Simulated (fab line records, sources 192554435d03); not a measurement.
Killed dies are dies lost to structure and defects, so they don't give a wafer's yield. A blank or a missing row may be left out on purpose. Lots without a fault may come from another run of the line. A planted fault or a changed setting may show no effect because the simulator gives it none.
Split-lot experiment | flow n5_finfet | 7 lots, 39 wafers read, on a route of 1938 steps

THE SPLIT
At N5_SD_EPI_P_ETCH_37 (etches SOC in N2/H2, overetch 108 nm, time 486 s), the setting source_w was moved away from the recipe's 3000 W on 18 of the 39 wafers read, by -13.7% to +16.5%. The other wafers ran this setting at the recipe's value.

The reading is taken at the split's own step.

THE READING
rf_vpp_V, in V, at N5_SD_EPI_P_ETCH_37 (etches SOC in N2/H2, overetch 108 nm, time 486 s). Fault-free wafers of this fab line usually give 240.9 V, standard deviation 1.3 V.

wafer  | tool, chamber at the split | source_w as run, W | against the recipe | rf_vpp_V, V | against lot-mates on the recipe
L075.1 | rie_diel-05, 2             | 3000               | recipe             | 239.9       | -
L075.2 | rie_diel-05, 3             | 3495               | +16.5%             | 230.2       | -10.3
L075.3 | rie_diel-05, 0             | 3000               | recipe             | 239.3       | -
L075.4 | rie_diel-05, 1             | 3495               | +16.5%             | 228.0       | -12.5
L075.5 | rie_diel-05, 2             | 3000               | recipe             | 242.4       | -
L075.6 | rie_diel-05, 3             | 3495               | +16.5%             | 228.4       | -12.1
L076.1 | rie_diel-05, 1             | 3326               | +10.9%             | 232.7       | -8.7
L076.2 | rie_diel-05, 0             | 3326               | +10.9%             | 232.4       | -9.0
L076.3 | rie_diel-05, 2             | 3000               | recipe             | 242.0       | -
L076.4 | rie_diel-05, 3             | 3000               | recipe             | 241.5       | -
L076.5 | rie_diel-05, 2             | 3000               | recipe             | 240.7       | -
L076.6 | rie_diel-05, 1             | 3326               | +10.9%             | 233.0       | -8.4
L083.1 | rie_diel-04, 3             | 3000               | recipe             | 239.6       | -
L083.2 | rie_diel-04, 0             | 3000               | recipe             | 240.1       | -
L083.3 | rie_diel-04, 1             | 3390               | +13.0%             | 230.8       | -8.7
L083.4 | rie_diel-04, 1             | 3390               | +13.0%             | 232.2       | -7.3
L083.5 | rie_diel-04, 0             | 3000               | recipe             | 238.7       | -
L083.6 | rie_diel-04, 3             | 3390               | +13.0%             | 230.0       | -9.5
L085.1 | rie_diel-06, 2             | 3000               | recipe             | 239.1       | -
L085.2 | rie_diel-06, 0             | 3000               | recipe             | 239.6       | -
L085.3 | rie_diel-06, 1             | 3000               | recipe             | 242.0       | -
L086.1 | rie_diel-04, 1             | 3000               | recipe             | 242.7       | -
L086.2 | rie_diel-04, 3             | 2613               | -12.9%             | 252.1       | +10.9
L086.3 | rie_diel-04, 2             | 2613               | -12.9%             | 253.7       | +12.5
L086.4 | rie_diel-04, 1             | 2613               | -12.9%             | 252.5       | +11.3
L086.5 | rie_diel-04, 3             | 3000               | recipe             | 238.6       | -
L086.6 | rie_diel-04, 2             | 3000               | recipe             | 242.3       | -
L092.1 | rie_diel-06, 1             | 2588               | -13.7%             | 255.8       | +13.1
L092.2 | rie_diel-06, 0             | 2588               | -13.7%             | 252.6       | +9.9
L092.3 | rie_diel-06, 0             | 2588               | -13.7%             | 252.9       | +10.2
L092.4 | rie_diel-06, 1             | 3000               | recipe             | 243.3       | -
L092.5 | rie_diel-06, 0             | 3000               | recipe             | 240.8       | -
L092.6 | rie_diel-06, 1             | 3000               | recipe             | 244.1       | -
L097.1 | rie_diel-05, 1             | 3000               | recipe             | 239.8       | -
L097.2 | rie_diel-05, 0             | 3281               | +9.4%              | 232.8       | -7.2
L097.3 | rie_diel-05, 2             | 3000               | recipe             | 240.8       | -
L097.4 | rie_diel-05, 3             | 3281               | +9.4%              | 235.6       | -4.4
L097.5 | rie_diel-05, 0             | 3000               | recipe             | 239.5       | -
L097.6 | rie_diel-05, 1             | 3281               | +9.4%              | 235.3       | -4.7

THE FIT
A straight line over all 39 wafers: rf_vpp_V changes by -0.815 V for each +1% of source_w; r = -0.98; the points scatter about the line by 1.5 V.
The same after taking each lot's own level away (the mean of its wafers on the recipe; 39 wafers): -0.758 V for each +1%; r = -0.98; scatter 1.3 V.
On that fit, the largest move of source_w shifts the reading by 13 V.
The lots' own levels span 239.47 to 242.73 V, that is 2.5 times the standard deviation above.
So the lot-to-lot level changes the slope little: the two slopes agree.
Check: with one of the wafers moved furthest among these (+16.5%) left out of the fit, the line predicts -12.3 V for it against its lot-mates. It came out at -10.3 V against them.
Tool readings at the split's step, against how far the setting was moved: rf_vpp_V r = -0.98.

OTHER SPLITS ON THESE WAFERS
These wafers also went through other splits before the reading. Each is held against what the fit with the lots' levels taken away leaves over:
other split on the same wafers       | wafers away from the commonest value | r with rf_vpp_V (lot level and that fit taken away)
N5_DUMMY_GATE_EXPOSE_12 dose_mj      | 12                                   | -0.14
N5_DUMMY_GATE_ETCH_31 target_depth_a | 9                                    | +0.21
N5_SD_EPI_N_ETCH_35 source_w         | 12                                   | -0.16

THE WHOLE CHAIN: every reading that the file lists as answering this split, in the file's order
step                    | what it does                                                | reading                                                                           | change (the file's fit)               | r (the file's)
N5_SD_EPI_P_ETCH_37     | etches SOC in N2/H2, overetch 108 nm, time 486 s            | rf_vpp_V                                                                          | -0.747 V for each +1% of the setting  | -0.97
N5_SD_EPI_P_ETCH_37     | etches SOC in N2/H2, overetch 108 nm, time 486 s            | SiARC_of_SD_EPI_P_COAT_35.thk_nm (the simulator's own value, which no gauge read) | -0.123 nm for each +1% of the setting | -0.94
N5_SD_EPI_P_ETCHBACK_46 | etches SiNx in CH3F/O2, stops on SiO2, target depth 17.5 nm | SiARC_of_SD_EPI_P_COAT_35.thk_nm (the simulator's own value, which no gauge read) | -0.126 nm for each +1% of the setting | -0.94

THE FILE'S OWN FIT
rf_vpp_V changes by -0.747 V for each +1% of source_w, r = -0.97.
